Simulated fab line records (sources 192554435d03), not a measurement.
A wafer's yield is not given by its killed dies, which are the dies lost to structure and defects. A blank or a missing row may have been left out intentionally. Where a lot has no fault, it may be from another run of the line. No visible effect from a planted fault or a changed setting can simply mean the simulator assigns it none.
Split-lot trial / flow n5-finfet / 7 lots, 21 wafers read, on a route of 1938 steps

== SPLIT DETAILS ==
At N5_FIN_CUT_COAT_02 (resist thk 30 nm), the setting spin-rpm was moved away from the recipe's 1500 rpm on 8 of the 21 wafers read, by -6.3% to +9.7%. The other wafers ran this setting at the recipe's value.

== FROM THE SPLIT TO THE READING: what the file shows between them, 5 steps ==
- N5_FIN_CUT_EBR_04
- N5_FIN_CUT_SOFTBAKE_03: time 60 s
- N5_FIN_CUT_EXPOSE_05: exposes mask FIN CUT
- N5_FIN_CUT_PEB_06: peb time 60 s
- N5_FIN_CUT_DEVELOP_07: develop time 30 s

== THE READING ==
CAR-EUV_of_FIN_CUT_COAT_02.thk-nm (the simulator's own value, which no gauge read), in nm, at N5_FIN_CUT_DESCUM_13 (chemistry O2, time 7 s). No usual value for it is given in the file. Across the 13 wafers here that went through the recipe, the average is 26.1 nm and the standard deviation 0.092 nm.

wafer=L075.3; tool, chamber at the split=litho-track-02, 0; spin-rpm as run, rpm=1412; against the recipe=-5.9%; CAR-EUV_of_FIN_CUT_COAT_02.thk-nm, nm=27; against lot-mates on the recipe=+1.0
wafer=L075.4; tool, chamber at the split=litho-track-02, 0; spin-rpm as run, rpm=1412; against the recipe=-5.9%; CAR-EUV_of_FIN_CUT_COAT_02.thk-nm, nm=27; against lot-mates on the recipe=+1.0
wafer=L075.6; tool, chamber at the split=litho-track-02, 0; spin-rpm as run, rpm=1500; against the recipe=recipe; CAR-EUV_of_FIN_CUT_COAT_02.thk-nm, nm=26; against lot-mates on the recipe=-
wafer=L076.3; tool, chamber at the split=litho-track-03, 0; spin-rpm as run, rpm=1500; against the recipe=recipe; CAR-EUV_of_FIN_CUT_COAT_02.thk-nm, nm=26.2; against lot-mates on the recipe=-
wafer=L076.5; tool, chamber at the split=litho-track-03, 0; spin-rpm as run, rpm=1500; against the recipe=recipe; CAR-EUV_of_FIN_CUT_COAT_02.thk-nm, nm=26; against lot-mates on the recipe=-
wafer=L076.6; tool, chamber at the split=litho-track-03, 0; spin-rpm as run, rpm=1500; against the recipe=recipe; CAR-EUV_of_FIN_CUT_COAT_02.thk-nm, nm=26; against lot-mates on the recipe=-
wafer=L080.1; tool, chamber at the split=litho-track-05, 0; spin-rpm as run, rpm=1646; against the recipe=+9.7%; CAR-EUV_of_FIN_CUT_COAT_02.thk-nm, nm=24.6; against lot-mates on the recipe=-1.6
wafer=L080.2; tool, chamber at the split=litho-track-05, 0; spin-rpm as run, rpm=1646; against the recipe=+9.7%; CAR-EUV_of_FIN_CUT_COAT_02.thk-nm, nm=24.6; against lot-mates on the recipe=-1.6
wafer=L080.3; tool, chamber at the split=litho-track-05, 0; spin-rpm as run, rpm=1500; against the recipe=recipe; CAR-EUV_of_FIN_CUT_COAT_02.thk-nm, nm=26.2; against lot-mates on the recipe=-
wafer=L081.1; tool, chamber at the split=litho-track-02, 0; spin-rpm as run, rpm=1500; against the recipe=recipe; CAR-EUV_of_FIN_CUT_COAT_02.thk-nm, nm=26; against lot-mates on the recipe=-
wafer=L081.2; tool, chamber at the split=litho-track-02, 0; spin-rpm as run, rpm=1500; against the recipe=recipe; CAR-EUV_of_FIN_CUT_COAT_02.thk-nm, nm=26; against lot-mates on the recipe=-
wafer=L081.4; tool, chamber at the split=litho-track-02, 0; spin-rpm as run, rpm=1500; against the recipe=recipe; CAR-EUV_of_FIN_CUT_COAT_02.thk-nm, nm=26; against lot-mates on the recipe=-
wafer=L083.2; tool, chamber at the split=litho-track-02, 0; spin-rpm as run, rpm=1578; against the recipe=+5.2%; CAR-EUV_of_FIN_CUT_COAT_02.thk-nm, nm=25.4; against lot-mates on the recipe=-0.6
wafer=L083.5; tool, chamber at the split=litho-track-02, 0; spin-rpm as run, rpm=1500; against the recipe=recipe; CAR-EUV_of_FIN_CUT_COAT_02.thk-nm, nm=26; against lot-mates on the recipe=-
wafer=L083.6; tool, chamber at the split=litho-track-02, 0; spin-rpm as run, rpm=1500; against the recipe=recipe; CAR-EUV_of_FIN_CUT_COAT_02.thk-nm, nm=26; against lot-mates on the recipe=-
wafer=L085.4; tool, chamber at the split=litho-track-05, 0; spin-rpm as run, rpm=1406; against the recipe=-6.3%; CAR-EUV_of_FIN_CUT_COAT_02.thk-nm, nm=27; against lot-mates on the recipe=+0.9
wafer=L085.5; tool, chamber at the split=litho-track-05, 0; spin-rpm as run, rpm=1500; against the recipe=recipe; CAR-EUV_of_FIN_CUT_COAT_02.thk-nm, nm=26; against lot-mates on the recipe=-
wafer=L085.6; tool, chamber at the split=litho-track-05, 0; spin-rpm as run, rpm=1500; against the recipe=recipe; CAR-EUV_of_FIN_CUT_COAT_02.thk-nm, nm=26.2; against lot-mates on the recipe=-
wafer=L092.2; tool, chamber at the split=litho-track-05, 0; spin-rpm as run, rpm=1622; against the recipe=+8.1%; CAR-EUV_of_FIN_CUT_COAT_02.thk-nm, nm=24.8; against lot-mates on the recipe=-1.4
wafer=L092.5; tool, chamber at the split=litho-track-05, 0; spin-rpm as run, rpm=1500; against the recipe=recipe; CAR-EUV_of_FIN_CUT_COAT_02.thk-nm, nm=26.2; against lot-mates on the recipe=-
wafer=L092.6; tool, chamber at the split=litho-track-05, 0; spin-rpm as run, rpm=1622; against the recipe=+8.1%; CAR-EUV_of_FIN_CUT_COAT_02.thk-nm, nm=25; against lot-mates on the recipe=-1.2

THE FIT
A straight line over all 21 wafers: CAR-EUV_of_FIN_CUT_COAT_02.thk-nm changes by -0.149 nm for each +1% of spin-rpm; r = -0.99; the points scatter about the line by 0.089 nm.
The same after taking each lot's own level away (the mean of its wafers on the recipe; 21 wafers): -0.16 nm for each +1%; r = -0.99; scatter 0.086 nm.
According to that fit, moving spin-rpm by its largest amount changes the reading by 1.6 nm.
The span of the lots' own levels, 26.00 to 26.20 nm, comes to 2.2 times the standard deviation stated above.
Consequently the slope shifts little with the lot-to-lot level, the two slopes agreeing.
Check: with one of the wafers moved furthest among these (+9.7%) left out of the fit, the line predicts -1.53 nm for it against its lot-mates. Against them it came out at -1.6 nm.

== FURTHER SPLITS ON THESE WAFERS ==
Before the reading, these wafers also passed through other splits. Each is held against what the fit with the lots' levels taken away leaves over:
other split on the same wafers=N5_WELL_APT_COAT_02 spin-rpm; wafers away from the commonest value=6; r with CAR-EUV_of_FIN_CUT_COAT_02.thk-nm (lot level and that fit taken away)=-0.12
other split on the same wafers=N5_PMOS_HMC_CHANNEL_EPI_PEB_07 peb-time-s; wafers away from the commonest value=6; r with CAR-EUV_of_FIN_CUT_COAT_02.thk-nm (lot level and that fit taken away)=+0.13
other split on the same wafers=N5_PMOS_HMC_CHANNEL_EPI_DEVELOP_08 develop-time-s; wafers away from the commonest value=8; r with CAR-EUV_of_FIN_CUT_COAT_02.thk-nm (lot level and that fit taken away)=+0.21
other split on the same wafers=N5_FIN_SAQP_HM_DEP_03 time-s; wafers away from the commonest value=7; r with CAR-EUV_of_FIN_CUT_COAT_02.thk-nm (lot level and that fit taken away)=+0.03
other split on the same wafers=N5_FIN_SAQP_EXPOSE_13 dose-mj; wafers away from the commonest value=4; r with CAR-EUV_of_FIN_CUT_COAT_02.thk-nm (lot level and that fit taken away)=-0.43

== THE WHOLE CHAIN: every reading that the file lists as answering this split, in the file's order ==
step=N5_FIN_CUT_COAT_02; what it does=resist thk 30 nm; reading=CAR-EUV_of_FIN_CUT_COAT_02.thk-nm (the simulator's own value, which no gauge read); change (the file's fit)=-0.15 nm for each +1% of the setting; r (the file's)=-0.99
step=N5_FIN_CUT_DEVELOP_07; what it does=develop time 30 s; reading=CAR-EUV_of_FIN_CUT_COAT_02.thk-nm (the simulator's own value, which no gauge read); change (the file's fit)=-0.145 nm for each +1% of the setting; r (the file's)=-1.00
step=N5_FIN_CUT_DESCUM_13; what it does=chemistry O2, time 7 s; reading=CAR-EUV_of_FIN_CUT_COAT_02.thk-nm (the simulator's own value, which no gauge read); change (the file's fit)=-0.156 nm for each +1% of the setting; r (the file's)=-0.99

== THE FILE'S OWN FIT ==
CAR-EUV_of_FIN_CUT_COAT_02.thk-nm changes by -0.156 nm for each +1% of spin-rpm, r = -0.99.
